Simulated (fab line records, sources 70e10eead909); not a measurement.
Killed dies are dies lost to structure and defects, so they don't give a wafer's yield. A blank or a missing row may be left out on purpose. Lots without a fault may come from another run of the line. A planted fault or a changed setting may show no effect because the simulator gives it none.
A struck lot beside a sound one | flow nand_harc | 13 steps out of a route of 1302
Sound: wafers L620.2, L620.5, L620.6. Struck: wafers L627.1, L627.3, L627.6. The cause comes at the end.
At each step with rows: each side's tool, then ch and its chambers, then its first start. Under that, the readings that differ: sound wafers | struck wafers | difference of the means | sigmas: that difference in standard deviations of wafers without a fault.
alike: readings whose means differ by less than 2 such deviations, and words and numbers that are the same on both sides. not compared: withheld readings, readings that some wafer has no value for, bounds like >300 that may hide the same value, and numbers for which the record gives no deviation and whose values overlap.
The two part at a step that has a row with sigmas, a row that says differs or no value, or rows on one side only. Numbers that don't overlap but have no deviation are shown without sigmas and don't part them. A reading that every wafer of one side lacks parts them only if that side has two wafers or more.

first, 1 step without rows for these wafers: NHARC_A_ONON_D1_DEP_19 (target thk 1000 nm).
NHARC_A_ONON_D1_THK_MEAS_21: measures by ellipsometry.
  sound on film_metro-02, day 11 10:32; struck on film_metro-02, day 14 09:28
  alike: thk_nm
then, 1 step without rows for these wafers: NHARC_A_ONON_D1_DEP_22 (target thk 1000 nm).
NHARC_A_ONON_D1_THK_MEAS_24: measures by ellipsometry.
  sound on film_metro-01, day 11 11:06; struck on film_metro-01, day 14 10:10
  alike: thk_nm
then, 1 step without rows for these wafers: NHARC_A_ONON_D1_DEP_25 (target thk 1000 nm).
NHARC_A_ONON_D1_THK_MEAS_27: measures by ellipsometry.
  sound on film_metro-01, day 11 11:40; struck on film_metro-02, day 14 10:44
  alike: thk_nm
then, 1 step without rows for these wafers: NHARC_A_ONON_D1_DEP_28 (target thk 1000 nm).
NHARC_A_ONON_D1_THK_MEAS_30: measures by ellipsometry.
  sound on film_metro-01, day 11 12:14; struck on film_metro-01, day 14 11:18
  alike: thk_nm
NHARC_A_ONON_D1_DEP_33: deposits SiO2, target thk 200 nm.
  sound on pecvd-03 ch 0,2, day 11 12:20; struck on pecvd-03 ch 0,1, day 14 11:24
  alike: heater_power_w, showerhead_vpp_V, throttle_valve_pct
NHARC_A_ONON_D1_THK_MEAS_34: measures by ellipsometry.
  sound on film_metro-02, day 11 12:42; struck on film_metro-01, day 14 11:46
  alike: thk_nm
NHARC_A_ONON_D1_INSPECT_32:
  sound on defect_inspect-01, day 11 12:46; struck on defect_inspect-01, day 14 11:52
  alike: raw_defect_count
NHARC_A_CHANNEL_HOLE_D1_DEP_00: deposits aC, target thk 3100 nm.
  sound on acl_dep-03 ch 0, day 11 13:40; struck on acl_dep-01 ch 0, day 14 14:53
  alike: throttle_valve_pct
NHARC_A_CHANNEL_HOLE_D1_DEP_01: deposits SiON, target thk 140 nm.
  sound on pecvd-04 ch 0,1,2, day 11 15:17; struck on pecvd-04 ch 0,1,2, day 14 16:50
  alike: heater_power_w, showerhead_vpp_V

WHERE THEY PART
Nowhere in this record.

WHY: what the simulator had put in
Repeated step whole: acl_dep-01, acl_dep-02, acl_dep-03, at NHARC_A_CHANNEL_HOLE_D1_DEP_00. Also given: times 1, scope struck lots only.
